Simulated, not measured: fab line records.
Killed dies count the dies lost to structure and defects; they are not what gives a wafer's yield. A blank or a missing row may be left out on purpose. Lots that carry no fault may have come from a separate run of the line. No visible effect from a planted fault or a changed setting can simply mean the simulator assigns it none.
Which of the tools did it? ; flow n5Finfet ; 9 lots, 26 wafers sampled, at 4 steps of a route of 1938

== WHAT THE GAUGES SHOWED, per wafer ==
N5_BEOL_M2_CD_MEAS_28: target cd 26.2 nm, target cd y 24.1 nm.
lot;measured;on;cdNm (nm)
L415;day 8 09:38;cdSem-01;26.83 26.10 26.07
L416;day 8 14:04;cdSem-01;26.28 26.20 26.15
L417;day 8 15:23;cdSem-01;22.36 22.75 26.09
L418;day 8 23:13;cdSem-03;22.75 22.93 26.50
L419;day 9 01:44;cdSem-01;26.48 26.50 26.60
L423;day 10 04:19;cdSem-03;26.49 22.41
L429;day 11 08:08;cdSem-03;26.05 26.58 26.47
L430;day 11 15:12;cdSem-03;26.19 26.53 26.05
L431;day 12 01:25;cdSem-01;26.25 26.26 26.29

== WHAT TOOL EACH LOT RAN ON (gives the tool, then ch and the chambers of the sampled wafers, and finally the start) ==
lot;N5_BEOL_M2_ILD_DEP_00;N5_BEOL_M2_ETCH_64;N5_BEOL_M2_EXPOSE_25
L415;pecvd-04 ch 0,2, day 8 04:44;rieDiel-02 ch 0,2,3, day 8 07:50;euvScanner-01 ch 0, day 8 09:29
L416;pecvd-04 ch 1,2, day 8 12:02;rieDiel-05 ch 0,1,2, day 8 13:24;euvScanner-01 ch 0, day 8 13:56
L417;pecvd-01 ch 0,1,2, day 8 13:53;rieDiel-05 ch 2,3, day 8 14:38;euvScanner-01 ch 0, day 8 15:16
L418;pecvd-03 ch 0,1, day 8 20:21;rieDiel-04 ch 0,1, day 8 21:29;euvScanner-01 ch 0, day 8 23:05
L419;pecvd-04 ch 0,1,2, day 8 21:49;rieDiel-02 ch 0,1,2, day 9 00:52;euvScanner-02 ch 0, day 9 01:36
L423;pecvd-01 ch 0,2, day 10 01:29;rieDiel-05 ch 0, day 10 03:27;euvScanner-01 ch 0, day 10 04:11
L429;pecvd-01 ch 0,2, day 11 04:25;rieDiel-02 ch 0,1,2, day 11 07:20;euvScanner-02 ch 0, day 11 08:00
L430;pecvd-03 ch 1,2, day 11 12:36;rieDiel-05 ch 0,2,3, day 11 14:31;euvScanner-02 ch 0, day 11 15:04
L431;pecvd-01 ch 1,2, day 11 21:20;rieDiel-05 ch 0,1,3, day 12 00:32;euvScanner-02 ch 0, day 12 01:16
- N5_BEOL_M2_ILD_DEP_00: deposits SiOC from DEMS/O2, target thk 79 nm, time 15.3 s.
- N5_BEOL_M2_ETCH_64: etches SOC in N2/H2, target depth 75 nm, overetch 22.5 nm, time 121.9 s.
- N5_BEOL_M2_EXPOSE_25: exposes mask V1, defocus 5 nm.

== THE ANSWER, worked out from the rows above alone ==
Rule: the usual values come from the lots themselves. The widest of any qualifying gaps counts: lots, ordered by their means at a reading, are off when they make up no more than a third of the lots, leave a main group of 4 or more, and stand apart from it by 3 or more times the standard deviation of that group's means. A main group whose means are all the same, to the digits that the tables above print for the reading, isn't used. Also off: a lot with no number at a reading for which 4 or more lots have one. Where the step has rows for the other lots, those lots are counted as sound.
Off, at N5_BEOL_M2_CD_MEAS_28 on cdNm: L417, L418, L423. The main group: mean 26.33 nm, standard deviation 0.1.
A tool fits if, at a process step before that reading, it ran every lot that is off, and no sound lot after the first of them. The gauges at N5_BEOL_M2_CD_MEAS_28 are tried like those tools. One fits: N5_BEOL_M2_EXPOSE_25 on euvScanner-01. Its last sound lot is L416 (day 8 13:56), its first lot that is off L417 (day 8 15:16): a fault that began between those two fits.

== WHAT THE SIMULATOR PUT IN ==
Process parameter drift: euvScanner-01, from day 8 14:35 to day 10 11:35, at N5_BEOL_M2_EXPOSE_25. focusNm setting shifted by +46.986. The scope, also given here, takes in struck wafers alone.
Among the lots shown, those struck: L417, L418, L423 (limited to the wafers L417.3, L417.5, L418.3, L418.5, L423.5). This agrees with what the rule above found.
